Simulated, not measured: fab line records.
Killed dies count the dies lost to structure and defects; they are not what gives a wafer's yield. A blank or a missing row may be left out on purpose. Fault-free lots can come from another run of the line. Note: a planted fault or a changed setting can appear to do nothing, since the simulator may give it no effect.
One fault through the eyes of 3 desks / flow nand-harc / what lay behind the numbers comes last; until then each desk has only its own

== METROLOGY DESK ==
What the gauges read, lot by lot, whatever tool the lot ran on: means of the sampled wafers that have a number. A lot is out of limits, marked OUT, if its mean lies more than 4 standard deviations from the usual mean; the brackets give that distance.
Columns: A = cd-nm at NHARC_A_M1_CD_MEAS_09, usual 120.0 nm; B = overlay-x-nm at NHARC_A_M1_OVL_MEAS_10, usual -0.1 nm; C = overlay-y-nm at NHARC_A_M1_OVL_MEAS_10, usual 0.2 nm; D = cd-nm at NHARC_A_M1_CD_MEAS_16, usual 120.1 nm
lot=L981; first seen here=day 23 13:58; A=120.5; B=-0.1; C=-0.3; D=119.9
lot=L983; first seen here=day 24 23:33; A=120.2; B=-1.9; C=-0.3; D=119.7
lot=L988; first seen here=day 26 05:58; A=120.5; B=-0.4; C=0.8; D=120.3
lot=L999; first seen here=day 30 10:18; A=119.8; B=0.3; C=0.3; D=120.2
lot=L100; first seen here=day 31 14:07; A=119.5; B=-1.0; C=-1.0; D=120.1
Result from this desk: across the 5 lots, nothing is out of limits.

== THE DEFECT DESK ==
What the inspections along the route counted, lot by lot: means of the sampled wafers that have a number. A lot is out of limits, marked OUT, if its mean lies more than 4 standard deviations from the usual mean; the brackets give that distance.
Columns: A = raw-defect-count at NHARC_A_M1_INSPECT_11, usual 89
lot=L981; first seen here=day 23 14:05; A=114
lot=L983; first seen here=day 24 23:40; A=98
lot=L988; first seen here=day 26 06:05; A=130
lot=L999; first seen here=day 30 10:25; A=121
lot=L100; first seen here=day 31 14:14; A=80
Result from this desk: across the 5 lots, nothing is out of limits.

== THE TOOL OWNER'S DESK: pvd-sputter-02 ==
The tool's own readings at NHARC_A_M1_PVD_20 (deposits TaN, target thk 5 nm, time 8.06 s): means of the sampled wafers that have a number, for each lot that ran on this tool. A lot is out of limits, marked OUT, if its mean lies more than 4 standard deviations from the usual mean; the brackets give that distance.
Columns: A = chamber-pressure-pa at NHARC_A_M1_PVD_20, usual 0.12 Pa; B = throttle-valve-pct at NHARC_A_M1_PVD_20, usual 29.7 %
lot=L981; first seen here=day 23 15:20; A=0.12; B=29.3
lot=L983; first seen here=day 25 00:53; A=0.12; B=29.3
lot=L988; first seen here=day 26 07:19; A=0.12; B=29.0
Result from this desk: across the 3 lots, nothing is out of limits.

== ALL TOGETHER ==
At the metrology desk, nothing out of limits was observed.
Nothing out of limits was seen by the defect desk.
The tool owner's desk saw nothing out of limits.

== WHAT HAD BEEN PUT IN BY THE SIMULATOR ==
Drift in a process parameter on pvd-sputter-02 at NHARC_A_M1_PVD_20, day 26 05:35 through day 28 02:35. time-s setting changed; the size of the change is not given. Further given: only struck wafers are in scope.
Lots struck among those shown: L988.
